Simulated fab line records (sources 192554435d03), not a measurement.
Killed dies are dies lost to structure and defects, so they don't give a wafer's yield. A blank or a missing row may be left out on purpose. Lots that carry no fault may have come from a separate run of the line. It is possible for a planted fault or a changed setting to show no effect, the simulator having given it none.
Comparing a struck lot with a sound one || flow n5 finfet || 15 steps out of a route of 1938
Sound: these wafers, L693.2, L693.5, L693.6. Struck: wafers L682.2, L682.3, L682.6. At the end, the cause is stated.
For every step that has rows: the tool of each side, followed by ch and its chambers, followed by its first start. Under that, the readings that differ: sound wafers || struck wafers || difference of the means || sigmas: that difference in standard deviations of wafers without a fault.
alike: same words and numbers on both sides, and readings whose means sit less than 2 such deviations apart. not compared: any withheld reading, any reading some wafer has no value for, any bound like >300 that may hide the same value, and any number with overlapping values for which the record gives no deviation.
The two part at a step that has a row with sigmas, a row that says differs or no value, or rows on one side only. Numbers that have no deviation but don't overlap get no sigmas and don't part them. A reading that every wafer of one side lacks parts them only if that side has two wafers or more.

first, 1 step without rows for these wafers: N5_BEOL_M5_SPUTTER_83 (material Cu, target thk 15 nm, time 27.62 s).
N5_BEOL_M5_ANNEAL_84: time 1800 s.
  struck on pvd sputter-01, day 9 09:58; sound on pvd sputter-02, day 12 01:05
  alike: heater power w
N5_BEOL_M5_SPUTTER_88: material Cu, target thk 15 nm, time 27.62 s.
  struck on pvd sputter-01, day 9 10:58; sound on pvd sputter-02, day 12 02:05
{"reading": "substrate temp c (C)", "sound": "-20.05 -20.20 -19.92", "struck": "-19.83 -19.76 -19.84", "difference": "+0.25", "sigmas": "+2"}
  alike: throttle valve pct
then, 4 steps without rows for these wafers: N5_BEOL_M5_ANNEAL_89 (time 1800 s); N5_BEOL_M5_SPUTTER_90 (material Cu, target thk 4.5 nm, time 8.29 s); N5_BEOL_M5_ECD_50 (material Cu, target thk 300 nm); N5_BEOL_M5_ANNEAL_51 (time 90 s).
N5_BEOL_M5_CMP_52: polishes, stops on SiCOH lowk, t overpolish 6.9 s, target thk 62 nm.
  sound on cmp-02 ch 0,2,3, day 12 03:49; struck on cmp-01 ch 0,3, day 9 12:46
  alike: barrier field endpoint s, clearing platen rpm, motor current A, overpolish run s, platen rpm, time to endpoint s
N5_BEOL_M5_THK_MEAS_53: measures by xrf.
  struck on film metro-01, day 9 13:04; sound on film metro-02, day 12 03:59
  alike: M5_THK
N5_BEOL_M5_PRE_CLEAN_77: time 15 s.
  sound on cvd co-01 ch 0,1, day 12 04:02; struck on cvd co-01 ch 0,1, day 9 13:05
{"reading": "rf fwd power W (W)", "sound": "294.8 296.0 295.7", "struck": "297.8 296.9 299.4", "difference": "+2.5", "sigmas": "+3"}
  alike: heater power w
N5_BEOL_M5_CO_CAP_78: material Co, precursor CCTBA/H2, target thk 2 nm, time 102.1 s.
  sound on cvd co-01 ch 0,1, day 12 04:04; struck on cvd co-01 ch 0,1, day 9 13:08
  alike: heater power w
then, 1 step without rows for these wafers: N5_BEOL_M5_PRE_CLEAN_55 (time 15 s).
N5_BEOL_M5_DEP_56: deposits SiCN from 3MS/NH3, target thk 8 nm, time 14 s.
  sound on pecvd-04 ch 0,1, day 12 04:11; struck on pecvd-04 ch 0,1, day 9 13:16
{"reading": "rf fwd power W (W)", "sound": "198.5 200.2 198.2", "struck": "- - -", "difference": "no value on the struck wafers", "sigmas": ""}
{"reading": "model.SiCN_of_BEOL_M5_DEP_56.thk nm (nm)", "sound": "8 8 8.2", "struck": "6.4 6.8 6.6", "difference": -1.5, "sigmas": ""}
  alike: showerhead plenum p Torr, throttle valve pct
N5_BEOL_M5_RS_MEAS_57: measurement is done with a four-point probe.
  struck on film metro-01, day 9 13:21; sound on film metro-01, day 12 04:15
  alike: M5_RS
next, for these wafers, 1 step has no rows: N5_PASSIVATION_PROBE_49.

== WHERE THEY PART ==
Last at N5_BEOL_M5_DEP_56 as far as this record goes, first at N5_BEOL_M5_SPUTTER_88. Later steps at which nothing parts them and some readings are alike: N5_BEOL_M5_RS_MEAS_57.

WHY: what had been put in by the simulator
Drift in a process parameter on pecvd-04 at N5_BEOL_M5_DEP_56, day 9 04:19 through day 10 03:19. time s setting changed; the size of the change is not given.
